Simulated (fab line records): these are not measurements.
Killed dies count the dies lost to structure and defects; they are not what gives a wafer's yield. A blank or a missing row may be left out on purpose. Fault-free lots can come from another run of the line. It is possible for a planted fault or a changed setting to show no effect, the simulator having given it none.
Chamber matching -- flow nandHarc -- NHARC_A_WL_FILL_ALD_00 on aldHk-02: 4 sister chambers
The step deposits Al2O3, target thk 3 nm, pulse time 3 s, ald cycles 30. 8 wafers are shown with their chamber, then 7 later ones without.

WAFERS PAIRED WITH THEIR CHAMBERS
wafer,chamber,heaterPowerW (W),precursorPulseHeightRel
L268.1,0,496,1.006
L271.1,1,482,0.992
L271.2,2,481,0.996
L274.1,3,485,0.982
L274.2,1,510,1.035
L274.3,2,486,0.952
L273.1,0,501,0.986
L273.4,3,470,0.990

WAFERS WHOSE CHAMBER IS MISSING
wafer,heaterPowerW (W),precursorPulseHeightRel
L273.5,490,1.013
L276.3,502,0.989
L276.5,480,0.975
L276.6,482,0.974
L277.2,465,1.017
L277.4,489,1.020
L277.6,503,0.980

WHICH CHAMBER EACH ONE RAN IN
wafer,from the rows above,in truth
L273.5,can't be placed: 1 or 0 or 3 or 2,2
L276.3,can't be placed: 0 or 1 or 2 or 3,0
L276.5,can't be placed: 2 or 3 or 0 or 1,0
L276.6,can't be placed: 2 or 3 or 0 or 1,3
L277.2,can't be placed: 3 or 2 or 1 or 0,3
L277.4,can't be placed: 1 or 0 or 3 or 2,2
L277.6,can't be placed: 0 or 1 or 2 or 3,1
Placed correctly: 0 of 7. Can't be placed from these rows: 7 (the true chamber is among the candidates in 7). Placed wrongly: 0.
How it was worked out, from the rows above alone: a wafer's distance from a chamber is the root of the sum, over the readings, of the square of ((its reading less the chamber's mean) divided by the reading's scatter). The wafer belongs to the nearest chamber; if the next one is less than 2 further off, it can't be placed. For every chamber, the mean is computed from those of its wafers that are shown. The scatter is the square root of a quotient: the sum, over the shown wafers, of each reading's squared deviation from its chamber's mean, divided by wafers minus chambers.
